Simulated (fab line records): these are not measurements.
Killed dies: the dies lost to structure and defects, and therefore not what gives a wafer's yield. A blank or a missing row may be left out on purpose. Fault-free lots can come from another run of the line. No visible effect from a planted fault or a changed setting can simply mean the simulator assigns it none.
Chamber matching ; flow nandHarc ; 4 sister chambers for NHARC_A_CHANNEL_FILL_D1_ETCHBACK_20 on rieDiel-09
The step etches the open film in C4F8/O2/Ar, target depth 27 nm, time 13.5 s. 14 wafers are shown with their chamber, then 7 later ones without.

## WAFERS PAIRED WITH THEIR CHAMBERS
wafer;chamber;rfVppV (V);chamberPressureMTorr (mTorr);oesProductAu (a.u.)
L074.1;2;978;25.021;0.99
L074.3;3;978;24.980;0.98
L074.6;2;978;25.028;0.99
L080.1;1;979;24.974;0.92
L080.4;2;978;25.019;0.93
L080.6;2;979;25.032;0.94
L083.1;3;976;25.023;0.90
L083.2;0;969;24.960;0.92
L083.4;2;979;25.024;0.93
L086.3;3;976;24.961;0.99
L086.5;0;969;24.985;1.01
L086.6;1;980;24.997;0.99
L089.2;1;980;25.005;0.99
L089.4;0;970;25.006;1.00

SIGNATURES (averages over the wafers above)
reading;chamber 0;chamber 1;chamber 2;chamber 3;scatter within a chamber
rfVppV;969.33;979.67;978.40;976.67;0.721
chamberPressureMTorr;24.98367;24.99200;25.02480;24.98800;0.0193
oesProductAu;0.9767;0.9667;0.9560;0.9567;0.0411
Rule: a wafer lies at a distance from a chamber equal to the root of the sum of squares, over the readings, of (its reading less the chamber's mean, divided by the reading's scatter). If the next closest chamber is less than 2 further off than the closest, the wafer can't be placed; otherwise it belongs to the closest. The scatter is the square root of a quotient: the sum, over the shown wafers, of each reading's squared deviation from its chamber's mean, divided by wafers minus chambers.

## WAFERS WITH NO CHAMBER GIVEN
wafer;rfVppV (V);chamberPressureMTorr (mTorr);oesProductAu (a.u.)
L089.5;980;24.976;0.98
L094.2;979;25.009;0.93
L094.3;968;25.012;0.93
L094.4;976;25.025;0.91
L097.1;976;25.001;0.91
L097.3;980;24.969;0.92
L097.5;976;24.993;0.91

## EACH ONE'S CHAMBER
wafer;from the rows above;in truth
L089.5;1;1
L094.2;can't be placed: 2 or 1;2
L094.3;0;0
L094.4;can't be placed: 3 or 2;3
L097.1;3;3
L097.3;1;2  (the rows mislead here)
L097.5;3;3
Correctly placed: 4 of 7. Cannot be placed on the basis of these rows: 2; the candidates contain the true chamber in 2. Wrongly placed: 1.
